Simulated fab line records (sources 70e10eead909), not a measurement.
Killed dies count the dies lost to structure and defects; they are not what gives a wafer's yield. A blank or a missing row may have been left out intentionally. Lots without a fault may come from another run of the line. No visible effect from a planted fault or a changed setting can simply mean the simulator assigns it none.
A struck lot beside a sound one || flow nandHarc || 14 steps out of a route of 1302
Sound: these wafers, L551.2, L551.4, L551.6. Struck: wafers L569.1, L569.4. (L569.5 of the same lot was not struck and is left out.) The cause comes at the end.
Per side, at each step with rows, come the tool, then ch with its chambers, and then its first start. Under that, the readings that differ: sound wafers || struck wafers || difference of the means || sigmas: that difference in standard deviations of wafers without a fault.
alike: readings with means less than 2 such deviations apart, plus words and numbers identical on both sides. not compared: withheld readings, readings lacking a value on some wafer, bounds such as >300 that could conceal the same value, and numbers that have no deviation in the record and whose values overlap.
The two part at a step that has a row with sigmas, a row that says differs or no value, or rows on one side only. Numbers that don't overlap but have no deviation are shown without sigmas and don't part them. A reading missing from all wafers of one side parts the sides only when that side holds two or more wafers.

NHARC_P_M2_INSPECT_27:
  sound on defectInspect-02 at day 6 16:35; struck on defectInspect-01 at day 14 04:02
  alike: rawDefectCount
NHARC_P_M2_PRE_CLEAN_32: time 12 s.
  sound on pecvd-04 ch 0,2, day 6 16:40; struck on pecvd-03 ch 1,2, day 14 04:06
  alike: heaterPowerW
NHARC_P_M2_DEP_33: deposits SiCN, target thk 30 nm.
  sound on pecvd-04 ch 0,2, day 6 16:49; struck on pecvd-03 ch 1,2, day 14 04:11
  alike: heaterPowerW
NHARC_P_BONDPAD_DEP_00: deposits SiCN, target thk 250 nm.
  sound on pecvd-04 ch 1,2; struck on pecvd-04 ch 1,2, day 14 04:38
  alike: heaterPowerW
NHARC_P_BONDPAD_CMP_32: polishes SiCN, target thk 200 nm.
  sound on cmp-01 ch 0,1,2, day 6 17:31; struck on cmp-04 ch 1,3, day 14 05:01
{"reading": "edgeZonePressureFrac", "sound": "0.999 1.013 1.001", "struck": "0.995 0.990", "difference": -0.012, "sigmas": -2}
  alike: motorCurrentA, slurryFilterDpKPa
NHARC_P_BONDPAD_THK_MEAS_33: measures by ellipsometry.
  sound on filmMetro-01 at day 6 17:46; struck on filmMetro-02 at day 14 05:15
  alike: thkNm
then, 5 steps without rows for these wafers: NHARC_P_BONDPAD_SRD_34; NHARC_P_BONDPAD_DEHYDRATE_01 (time 120 s); NHARC_P_BONDPAD_HMDS_02 (time 30 s); NHARC_P_BONDPAD_COAT_36 (time 65 s); NHARC_P_BONDPAD_COAT_03 (resist thk 600 nm).
NHARC_P_BONDPAD_SOFTBAKE_04: time 70 s.
  sound on lithoTrack-07 ch 0, day 6 17:00; struck on lithoTrack-05 ch 0, day 14 05:00
{"reading": "heaterPowerTotalW (W)", "sound": "201.7 201.2 201.6", "struck": "232.2 231.4", "difference": "+30.3", "sigmas": "+23"}
after that, 1 step had no rows for these wafers: NHARC_P_BONDPAD_EBR_05.
-- break in the record here, with 18 days between the starts of the struck wafers on either side (left off in module P_BONDPAD, picked up again in module END, where the first step shown is number 1302 on the route) --
NHARC_END_SORT_01:
  sound on prober-01 ch 0, day 25 04:54; struck on prober-02 ch 0, day 31 21:51
  alike: defectLimitedYield, killedAtArray, killedAtOther, killedAtPeriphery, killedDies, killedOpen, killedShort

WHERE THEY PART
Earliest at NHARC_P_BONDPAD_CMP_32; latest, in this record, at NHARC_P_BONDPAD_SOFTBAKE_04. Later steps at which nothing parts them and some readings are alike: NHARC_END_SORT_01.

WHY: what had been put in by the simulator
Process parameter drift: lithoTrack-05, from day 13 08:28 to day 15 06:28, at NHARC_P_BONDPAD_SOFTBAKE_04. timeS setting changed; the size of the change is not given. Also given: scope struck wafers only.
